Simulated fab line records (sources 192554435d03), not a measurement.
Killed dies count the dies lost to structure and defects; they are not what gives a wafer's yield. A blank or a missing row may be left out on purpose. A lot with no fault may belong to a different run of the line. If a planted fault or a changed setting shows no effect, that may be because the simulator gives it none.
fab line records -- flow n5-finfet
record: lots: 5, wafers: 15, last-day: 16
route steps=1938 shown BEOL_M0_SAQP@692 BEOL_M0_CUTY@701
lots that met no fault: from a run of the same line without faults
start-h: hours from the record's first day to the start of the lot's first wafer shown -- wait-h: hours from the lot's prior step to this one -- " same as the row above -- L1.1+2: a single row standing in for several wafers -- - either no value or no given start -- * or withheld: withheld -- < > ~ a bound
route shown NAME@n: a module of which the file shows steps, and the number in the route of the first -- usual: mean/standard deviation taken from wafers without a fault -- same: alike in all rows -- chamber/n: place in a boat -- sites: readings site by site -- _std_site: how widely they spread, as a standard deviation -- _edge_site: inner sites' mean taken away from outer sites' mean -- radius-mm: how far each site lies from the wafer's centre -- mask NAME#n: copy n -- behind: tool/chamber where the wafer was last shaped -- hold: why the lot went on hold/how many hours it stayed there/how the hold came to an end -- device: the n, p or np transistor that did not switch -- end of line: the same wafers' tests at the end of the route -- a step given without rows: its recipe and nothing more -- killed: not the wafer's yield, but the dies lost to structure and defects at the first sort -- map: per-die view of a wafer (x killed, . not killed, _ where there is no die)
set.NAME: setting as actually run; set.NAME@STEP: the setting as run at that earlier step -- model.NAME: the simulator's own value behind a step, which no gauge read
a table for each step, a row for each wafer; lots at some steps of the route
services: from which hour (start-h, from the record's first day; less than 0 if before it) a tool's chamber was out of use, for how many hours, and why
== steps ==
step: N5_BEOL_M0_SAQP_DESCUM_45
recipe: chemistry: O2, time-s: 7, source-power-w: 50, bias-power-w: 20, pressure-mtorr: 20, rf-frequency-hz: 2.712e+07, temp-c: 40, resist: CAR-EUV, o2-flow-sccm: 225
usual: drypump-motor-current-A: 5.4/0.39, oes-product-au: 0.78/0.086, rf-vpp-V: 243.5/1.2, showerhead-plenum-p-Torr: 2.11/0.061, throttle-valve-pct: 20.38/0.21
lot.wafer,tool,chamber,start-h,wait-h,drypump-motor-current-A,oes-product-au,rf-hours-counter-h,rf-vpp-V,showerhead-plenum-p-Torr,throttle-valve-pct
L074.2,rie-diel-03,1,111.83,0.0,5.2,0.73,180,243.8,2.16,20.35
L074.3,rie-diel-03,0,111.83,0.0,5.3,0.72,170,242.8,2.17,20.40
L074.4,rie-diel-03,2,111.83,0.0,4.8,0.71,235,242.9,2.06,20.24
L075.3,rie-diel-06,2,116.97,0.0,5.7,0.77,118,242.0,2.02,20.77
L075.5,rie-diel-06,1,116.97,0.0,5.3,0.90,-,243.6,2.13,20.46
L075.6,rie-diel-06,2,116.97,0.0,5.7,0.76,-,240.6,2.02,20.78
L076.1,rie-diel-03,2,126.98,0.6,4.8,0.70,240,242.9,2.06,20.26
L076.2,rie-diel-03,0,126.98,0.6,5.3,0.72,174,244.0,2.17,20.40
L076.3,rie-diel-03,1,126.98,0.6,5.2,0.72,184,244.0,2.16,20.36
L083.3,rie-diel-06,3,164.64,0.0,6.8,0.90,31,244.3,2.13,20.13
L083.4,rie-diel-06,0,164.64,0.0,5.5,0.76,146,242.0,2.01,20.66
L083.5,rie-diel-06,0,164.64,0.0,5.5,0.77,-,242.0,2.01,20.65
L093.2,rie-diel-03,0,225.43,0.1,5.3,0.69,206,244.0,2.16,20.47
L093.3,rie-diel-03,2,225.43,0.1,4.8,0.93,10,242.5,2.05,19.89
L093.5,rie-diel-03,1,225.43,0.1,5.2,0.69,-,244.8,2.15,20.39
step: N5_BEOL_M0_SAQP_ETCH_88
recipe: chemistry: N2/H2, target: underlayer, target-depth-a: 65, time-s: 5.2, ion-energy-ev: 200, mask-material: CAR-EUV, pressure-mtorr: 30, source-w: 840, bias-w: 150, n2-flow-sccm: 200, h2-flow-sccm: 200, ends: cleared
usual: drypump-motor-current-A: 5.4/0.39, etch-rf-on-time-s: 5.24/0.092, oes-product-au: 0.66/0.072, rf-vpp-V: 524.4/2.2, showerhead-plenum-p-Torr: 2.57/0.077, throttle-valve-pct: 17.82/0.24
lot.wafer,tool,chamber,start-h,wait-h,drypump-motor-current-A,etch-rf-on-time-s,oes-product-au,rf-hours-counter-h,rf-vpp-V,showerhead-plenum-p-Torr,throttle-valve-pct
L074.2,rie-diel-03,1,111.86,0.0,5.2,5.34,0.61,180,526.3,2.64,17.84
L074.3,rie-diel-03,0,111.86,0.0,5.4,5.26,0.62,170,525.7,2.65,17.90
L074.4,rie-diel-03,2,111.86,0.0,4.8,5.21,0.60,235,524.1,2.50,17.66
L075.3,rie-diel-06,2,117.01,0.0,5.7,5.27,0.65,118,524.9,2.46,18.28
L075.5,rie-diel-06,1,117.01,0.0,5.3,5.11,0.77,-,524.7,2.60,17.91
L075.6,rie-diel-06,2,117.01,0.0,5.7,5.24,0.65,-,521.3,2.46,18.27
L076.1,rie-diel-03,2,127.02,0.0,4.8,5.23,0.60,240,525.8,2.49,17.68
L076.2,rie-diel-03,0,127.02,0.0,5.3,5.35,0.61,174,526.4,2.65,17.91
L076.3,rie-diel-03,1,127.02,0.0,5.2,5.45,0.61,184,526.3,2.64,17.87
L083.3,rie-diel-06,3,164.67,0.0,6.7,5.11,0.77,31,522.4,2.59,17.52
L083.4,rie-diel-06,0,164.67,0.0,5.5,5.25,0.65,146,520.9,2.43,17.99
L083.5,rie-diel-06,0,164.67,0.0,5.5,5.13,0.66,-,519.1,2.43,17.97
L093.2,rie-diel-03,0,225.47,0.0,5.3,5.28,0.60,206,527.5,2.63,17.96
L093.3,rie-diel-03,2,225.47,0.0,4.8,5.25,0.79,10,522.9,2.49,17.24
L093.5,rie-diel-03,1,225.47,0.0,5.2,5.46,0.59,-,527.6,2.62,17.91
step: N5_BEOL_M0_SAQP_ETCH_73
recipe: chemistry: CF4, target: SiARC, target-depth-a: 195, mask-material: CAR-EUV, time-s: 32.5, ion-energy-ev: 80, pressure-mtorr: 40, source-w: 545, bias-w: 36, Ar_flow_sccm: 100, cf4-flow-sccm: 100, ends: cleared
usual: drypump-motor-current-A: 5.4/0.39, etch-rf-on-time-s: 32.8/0.52, mfc-ar-sccm: 100.1/0.31, oes-product-au: 0.66/0.073, rf-vpp-V: 184.2/1.2, showerhead-plenum-p-Torr: 2.16/0.058, throttle-valve-pct: 15.60/0.2
lot.wafer,tool,chamber,start-h,wait-h,drypump-motor-current-A,etch-rf-on-time-s,mfc-ar-sccm,oes-product-au,rf-hours-counter-h,rf-vpp-V,showerhead-plenum-p-Torr,throttle-valve-pct
L074.2,rie-diel-03,1,111.88,0.0,5.2,33.4,100.2,0.62,180,186.5,2.22,15.64
L074.3,rie-diel-03,0,111.88,0.0,5.3,32.9,99.8,0.62,170,185.0,2.22,15.61
L074.4,rie-diel-03,2,111.88,0.0,4.8,33.0,99.7,0.60,235,183.4,2.12,15.51
L075.3,rie-diel-06,2,117.02,0.0,5.7,33.2,100.1,0.65,118,183.4,2.07,15.94
L075.5,rie-diel-06,1,117.02,0.0,5.3,32.4,100.4,0.77,-,184.1,2.19,15.61
L075.6,rie-diel-06,2,117.02,0.0,5.7,33.4,100.3,0.65,-,184.1,2.07,15.91
L076.1,rie-diel-03,2,127.03,0.0,4.8,32.8,100.0,0.60,240,185.4,2.11,15.53
L076.2,rie-diel-03,0,127.03,0.0,5.3,32.8,100.1,0.62,174,184.4,2.22,15.60
L076.3,rie-diel-03,1,127.03,0.0,5.2,33.5,99.7,0.62,184,184.5,2.22,15.66
L083.3,rie-diel-06,3,164.69,0.0,6.7,32.4,100.1,0.76,31,185.3,2.19,15.39
L083.4,rie-diel-06,0,164.69,0.0,5.5,32.9,99.6,0.65,146,183.4,2.06,15.81
L083.5,rie-diel-06,0,164.69,0.0,5.5,32.5,100.2,0.65,-,183.8,2.06,15.80
L093.2,rie-diel-03,0,225.48,0.0,5.3,33.1,100.0,0.59,206,184.3,2.20,15.66
L093.3,rie-diel-03,2,225.48,0.0,4.8,32.7,99.3,0.80,10,182.8,2.11,15.08
L093.5,rie-diel-03,1,225.48,0.0,5.2,33.9,100.4,0.60,-,184.8,2.21,15.72
step: N5_BEOL_M0_SAQP_CUT_ETCH_46
recipe: chemistry: N2/H2, target: SOC, target-depth-a: 1350, overetch-a: 270, temp-c: 40, time-s: 202.5, ion-energy-ev: 200, mask-material: SiARC, pressure-mtorr: 30, source-w: 840, bias-w: 150, n2-flow-sccm: 200, h2-flow-sccm: 200
usual: drypump-motor-current-A: 5.4/0.4, rf-vpp-V: 524.5/2.1, showerhead-plenum-p-Torr: 2.57/0.077, throttle-valve-pct: 17.78/0.24
lot.wafer,tool,chamber,start-h,wait-h,drypump-motor-current-A,rf-hours-counter-h,rf-vpp-V,showerhead-plenum-p-Torr,throttle-valve-pct
L074.2,rie-diel-03,1,111.91,0.0,5.2,180,525.8,2.64,17.82
L074.3,rie-diel-03,0,111.91,0.0,5.3,170,526.4,2.65,17.84
L074.4,rie-diel-03,2,111.91,0.0,4.8,235,521.8,2.50,17.60
L075.3,rie-diel-06,2,117.05,0.0,5.7,118,521.7,2.46,18.21
L075.5,rie-diel-06,1,117.05,0.0,5.4,-,525.7,2.60,17.86
L075.6,rie-diel-06,2,117.05,0.0,5.7,-,521.5,2.46,18.25
L076.1,rie-diel-03,2,127.06,0.0,4.8,240,522.3,2.49,17.61
L076.2,rie-diel-03,0,127.06,0.0,5.3,174,527.7,2.65,17.87
L076.3,rie-diel-03,1,127.06,0.0,5.2,184,525.9,2.64,17.82
L083.3,rie-diel-06,3,164.72,0.0,6.8,31,523.8,2.59,17.47
L083.4,rie-diel-06,0,164.72,0.0,5.4,146,520.7,2.43,17.95
L083.5,rie-diel-06,0,164.72,0.0,5.5,-,521.4,2.43,17.95
L093.2,rie-diel-03,0,225.51,0.0,5.3,206,526.7,2.63,17.90
L093.3,rie-diel-03,2,225.51,0.0,4.8,10,522.5,2.49,17.21
L093.5,rie-diel-03,1,225.51,0.0,5.2,-,526.1,2.62,17.89
step: N5_BEOL_M0_SAQP_STRIP_74
recipe: chemistry: N2/H2, temp-c: 40, n2-flow-sccm: 200, h2-flow-sccm: 200, rf-frequency-hz: 6e+07
lot.wafer,tool,chamber,start-h,wait-h
L074.2+3+4,rie-diel-03,"1,0,2",112.07,0.1
L075.3+5+6,rie-diel-06,"2,1,2",117.21,0.1
L076.1+2+3,rie-diel-03,"2,0,1",127.22,0.1
L083.3+4+5,rie-diel-06,"3,0,0",164.88,0.1
L093.2+3+5,rie-diel-03,"0,2,1",225.67,0.1
step: N5_BEOL_M0_SAQP_STRIP_89
recipe: chemistry: N2/H2, temp-c: 40, n2-flow-sccm: 200, h2-flow-sccm: 200, rf-frequency-hz: 6e+07
lot.wafer,tool,chamber,start-h,wait-h
L074.2+3+4,rie-diel-03,"1,0,2",112.08,0.0
L075.3+5+6,rie-diel-06,"2,1,2",117.22,0.0
L076.1+2+3,rie-diel-03,"2,0,1",127.23,0.0
L083.3+4+5,rie-diel-06,"3,0,0",164.89,0.0
L093.2+3+5,rie-diel-03,"0,2,1",225.68,0.0
step: N5_BEOL_M0_SAQP_ALD_48
recipe: material: SiO2, target-thk-a: 200, temp-c: 100, ald-precursor-family: BDEAS, ald-co-reactant: O2-plasma, pulse-time-s: 1, co-reactant-pulse-time-s: 1, purge-time-s: 2, co-reactant-purge-time-s: 2, ald-cycles: 139, pressure-torr: 2
usual: heater-power-w: 77/8.6, precursor-pulse-height-rel: 0.999/0.02
lot.wafer,tool,chamber,start-h,wait-h,heater-power-w,precursor-pulse-height-rel
L074.2,ald-sin-01,1,112.13,0.0,71,1.023
L074.3,ald-sin-01,3,112.13,0.0,78,1.017
L074.4,ald-sin-01,0,112.13,0.0,80,0.972
L075.3,ald-sin-01,1,117.25,0.0,71,0.980
L075.5,ald-sin-01,2,117.25,0.0,86,0.990
L075.6,ald-sin-01,3,117.25,0.0,79,0.990
L076.1,ald-sin-02,2,127.76,0.5,80,1.011
L076.2,ald-sin-02,0,127.76,0.5,81,0.956
L076.3,ald-sin-02,3,127.76,0.5,87,1.013
L083.3,ald-sin-03,2,164.92,0.0,73,1.027
L083.4,ald-sin-03,3,164.92,0.0,75,0.962
L083.5,ald-sin-03,3,164.92,0.0,77,1.013
L093.2,ald-sin-02,1,225.72,0.0,58,1.026
L093.3,ald-sin-02,2,225.72,0.0,78,1.017
L093.5,ald-sin-02,2,225.72,0.0,78,0.983
step: N5_BEOL_M0_SAQP_ETCH_49
recipe: chemistry: CF4/O2, target-depth-a: 370, target: SiO2, pressure-mtorr: 40, source-w: 535, bias-w: 49, Ar_flow_sccm: 100, cf4-flow-sccm: 100, O2_flow_sccm: 10, ion-energy-ev: 100
usual: drypump-motor-current-A: 5.5/0.4, mfc-ar-sccm: 100.02/0.3, oes_ar_750_au: 0.79/0.078, oes_o_777_au: 0.78/0.077, oes-product-au: 0.79/0.082, rf-vpp-V: 241/3.1, showerhead-plenum-p-Torr: 2.22/0.066, throttle-valve-pct: 15.86/0.2
lot.wafer,tool,chamber,start-h,wait-h,drypump-motor-current-A,mfc-ar-sccm,oes_ar_750_au,oes_o_777_au,oes-product-au,rf-hours-counter-h,rf-vpp-V,showerhead-plenum-p-Torr,throttle-valve-pct
L074.2,rie-diel-06,3,112.65,0.3,6.7,99.83,0.93,0.91,0.94,14,242,2.26,15.57
L074.3,rie-diel-06,1,112.65,0.3,5.4,100.18,0.89,0.89,0.91,40,245,2.25,15.82
L074.4,rie-diel-06,0,112.65,0.3,5.5,100.16,0.79,0.78,0.78,128,238,2.13,15.99
L075.3,rie-diel-03,0,117.85,0.3,5.3,99.97,0.72,0.73,0.71,171,244,2.28,15.82
L075.5,rie-diel-03,3,117.85,0.3,5.1,100.24,0.87,0.86,0.87,-,237,2.23,15.68
L075.6,rie-diel-03,0,117.85,0.3,5.3,99.73,0.72,0.73,0.72,-,244,2.28,15.83
L076.1,rie-diel-06,3,128.28,0.3,6.8,100.32,0.92,0.90,0.93,19,243,2.26,15.58
L076.2,rie-diel-06,0,128.28,0.3,5.5,99.72,0.78,0.77,0.78,133,235,2.13,16.01
L076.3,rie-diel-06,2,128.28,0.3,5.7,100.08,0.76,0.75,0.76,121,241,2.13,16.17
L083.3,rie-diel-03,0,165.48,0.3,5.3,99.87,0.71,0.71,0.72,186,246,2.28,15.85
L083.4,rie-diel-03,3,165.48,0.3,5.1,100.09,0.84,0.84,0.84,-,238,2.23,15.72
L083.5,rie-diel-03,0,165.48,0.3,5.3,100.62,0.71,0.72,0.71,-,244,2.28,15.85
L093.2,rie-diel-05,1,226.24,0.3,5.6,100.25,0.93,0.92,0.95,7,244,2.34,15.81
L093.3,rie-diel-05,0,226.24,0.3,5.3,100.06,0.76,0.74,0.76,172,236,2.20,15.70
L093.5,rie-diel-05,0,226.24,0.3,5.3,100.06,0.76,0.74,0.75,-,237,2.20,15.69
step: N5_BEOL_M0_SAQP_STRIP_75
recipe: chemistry: CF4, resist: SiARC, power-w: 300, bias-power-w: 75, pressure-mtorr: 50, cf4-flow-sccm: 150, rf-frequency-hz: 6e+07
usual: drypump-motor-current-A: 5.5/0.39, oes-product-au: 0.182/0.018, rf-vpp-V: 271.3/1.4, showerhead-plenum-p-Torr: 1.81/0.054, throttle-valve-pct: 13.60/0.21
lot.wafer,tool,chamber,start-h,wait-h,drypump-motor-current-A,oes-product-au,rf-hours-counter-h,rf-vpp-V,showerhead-plenum-p-Torr,throttle-valve-pct
L074.2,rie-diel-06,3,112.75,0.1,6.8,0.214,14,271.6,1.83,13.27
L074.3,rie-diel-06,1,112.75,0.1,5.3,0.203,40,272.7,1.83,13.53
L074.4,rie-diel-06,0,112.75,0.1,5.5,0.179,128,269.0,1.73,13.71
L075.3,rie-diel-03,0,117.95,0.1,5.3,0.166,171,270.5,1.86,13.59
L075.5,rie-diel-03,3,117.95,0.1,5.1,0.200,-,270.8,1.82,13.41
L075.6,rie-diel-03,0,117.95,0.1,5.3,0.171,-,271.7,1.86,13.60
L076.1,rie-diel-06,3,128.38,0.1,6.8,0.208,19,271.1,1.83,13.27
L076.2,rie-diel-06,0,128.38,0.1,5.5,0.178,133,269.9,1.73,13.73
L076.3,rie-diel-06,2,128.38,0.1,5.7,0.176,122,271.1,1.74,13.88
L083.3,rie-diel-03,0,165.58,0.1,5.3,0.170,186,272.0,1.85,13.62
L083.4,rie-diel-03,3,165.58,0.1,5.1,0.199,-,271.2,1.81,13.43
L083.5,rie-diel-03,0,165.58,0.1,5.4,0.161,-,272.9,1.85,13.62
L093.2,rie-diel-05,1,226.34,0.1,5.6,0.218,7,274.5,1.90,13.48
L093.3,rie-diel-05,0,226.34,0.1,5.3,0.173,173,271.2,1.79,13.44
L093.5,rie-diel-05,0,226.34,0.1,5.3,0.169,-,270.7,1.79,13.44
step: N5_BEOL_M0_CUTY_COAT_50
recipe: resist: SiARC, temp-c: 220, time-s: 60, spin-rpm: 1500, resist-thk-nm: 15
lot.wafer,tool,chamber,start-h,wait-h
L074.2+3+4,litho-track-01,0,112.80,0.0
L075.3+5+6,litho-track-01,0,118.00,0.0
L076.1+2+3,litho-track-01,0,128.43,0.0
L083.3+4+5,litho-track-02,0,165.63,0.0
L093.2+3+5,litho-track-02,0,226.39,0.0
step: N5_BEOL_M0_CUTY_COAT_51
recipe: resist: CAR-ArF-block, spin-rpm: 1500, resist-thk-nm: 150
lot.wafer,tool,chamber,start-h,wait-h
L074.2+3+4,litho-track-01,0,-,-
L075.3+5+6,litho-track-01,0,-,-
L076.1+2+3,litho-track-01,0,-,-
L083.3+4+5,litho-track-02,0,-,-
L093.2+3+5,litho-track-02,0,-,-
== services ==
tool,chamber,start-h,hours,kind
rie-diel-03,-,95.11,2.8,pm
ald-sin-02,0,100.52,-,clean
ald-sin-02,1,100.52,-,clean
ald-sin-02,2,100.52,-,clean
ald-sin-02,3,100.52,-,clean
rie-diel-06,3,158.92,1.5,repair
rie-diel-03,2,161.17,-,clean
rie-diel-03,2,161.17,-,consumable-replace:focus-ring
rie-diel-03,2,161.17,17.2,scheduled-down
rie-diel-03,2,161.17,17.2,vent-cycle
ald-sin-03,3,172.68,20.5,repair
ald-sin-03,-,178.11,14.0,pm
ald-sin-02,-,182.71,14.6,pm
rie-diel-05,1,189.36,-,clean
rie-diel-05,1,189.36,-,consumable-replace:focus-ring
rie-diel-05,1,189.36,-,consumable-replace:showerhead
rie-diel-05,1,189.36,17.0,scheduled-down
rie-diel-05,1,189.36,17.0,vent-cycle
rie-diel-03,2,208.36,12.5,repair
rie-diel-03,3,217.87,22.0,repair
rie-diel-05,2,219.60,-,clean
rie-diel-05,2,219.60,-,consumable-replace:focus-ring
rie-diel-05,2,219.60,16.4,scheduled-down
rie-diel-05,2,219.60,16.4,vent-cycle
== key ==
fault none
